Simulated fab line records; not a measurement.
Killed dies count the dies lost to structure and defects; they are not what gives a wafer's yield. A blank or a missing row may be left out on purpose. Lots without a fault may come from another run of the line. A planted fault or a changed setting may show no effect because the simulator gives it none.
Which tool did it? ; flow nandHarc ; 21 wafers from 7 lots sampled at 3 of the route's 1159 steps

WHAT THE GAUGES SHOWED, per wafer
NHARC_A_BLC_INSPECT_28.
lot;measured;on;rawDefectCount
L546;day 17 19:46;defectInspect-02;452 425 261
L554;day 18 21:15;defectInspect-01;297 402 274
L560;day 20 08:59;defectInspect-02;505 465 423
L561;day 20 19:17;defectInspect-01;269 377 284
L563;day 21 23:49;defectInspect-02;490 313 452
L564;day 22 07:46;defectInspect-02;391 354 393
L569;day 23 04:27;defectInspect-01;299 448 292

WHAT TOOL EACH LOT RAN ON (gives the tool, then ch and the chambers of the sampled wafers, and finally the start)
lot;NHARC_A_BLC_ETCH_17;NHARC_A_BLC_STRIP_21
L546;rieDiel-07 ch 2,3, day 17 17:56 or earlier;rieDiel-04 ch 0,1,3, day 17 17:56
L554;rieDiel-13 ch 0,2,3, day 18 19:27 or earlier;rieDiel-04 ch 1,2,3, day 18 19:27
L560;rieDiel-07 ch 0,1,2, day 20 05:03 or earlier;rieDiel-07 ch 0,1, day 20 05:03
L561;rieDiel-07 ch 0,3, day 20 17:28 or earlier;rieDiel-13 ch 0,2,3, day 20 17:28
L563;rieDiel-13 ch 1,2,3, day 21 18:18 or earlier;rieDiel-13 ch 0,2,3, day 21 18:18
L564;rieDiel-04 ch 1,2,3, day 22 05:59 or earlier;rieDiel-13 ch 0,1,2, day 22 05:59
L569;rieDiel-13 ch 0,3, day 23 00:52 or earlier;rieDiel-13 ch 0,1,3, day 23 00:52
- NHARC_A_BLC_ETCH_17: etches the open film in N2/H2, target depth 390 nm, time 609.38 s.
- NHARC_A_BLC_STRIP_21: strips in O2.

THE ANSWER, worked out from the rows above alone
Rule: the usual values come from the lots themselves. The widest of any qualifying gaps counts: lots, ordered by their means at a reading, are off when they make up no more than a third of the lots, leave a main group of 4 or more, and stand apart from it by 3 or more times the standard deviation of that group's means. The tables above print the reading to a certain number of digits; a main group whose means all agree to those digits is not used. A lot without any number at a reading at which 4 lots or more have one is off too. Where the step has rows for the other lots, those lots are counted as sound.
Nothing can be told from this: no lot is off at any reading shown.

WHAT THE SIMULATOR HAD PUT IN
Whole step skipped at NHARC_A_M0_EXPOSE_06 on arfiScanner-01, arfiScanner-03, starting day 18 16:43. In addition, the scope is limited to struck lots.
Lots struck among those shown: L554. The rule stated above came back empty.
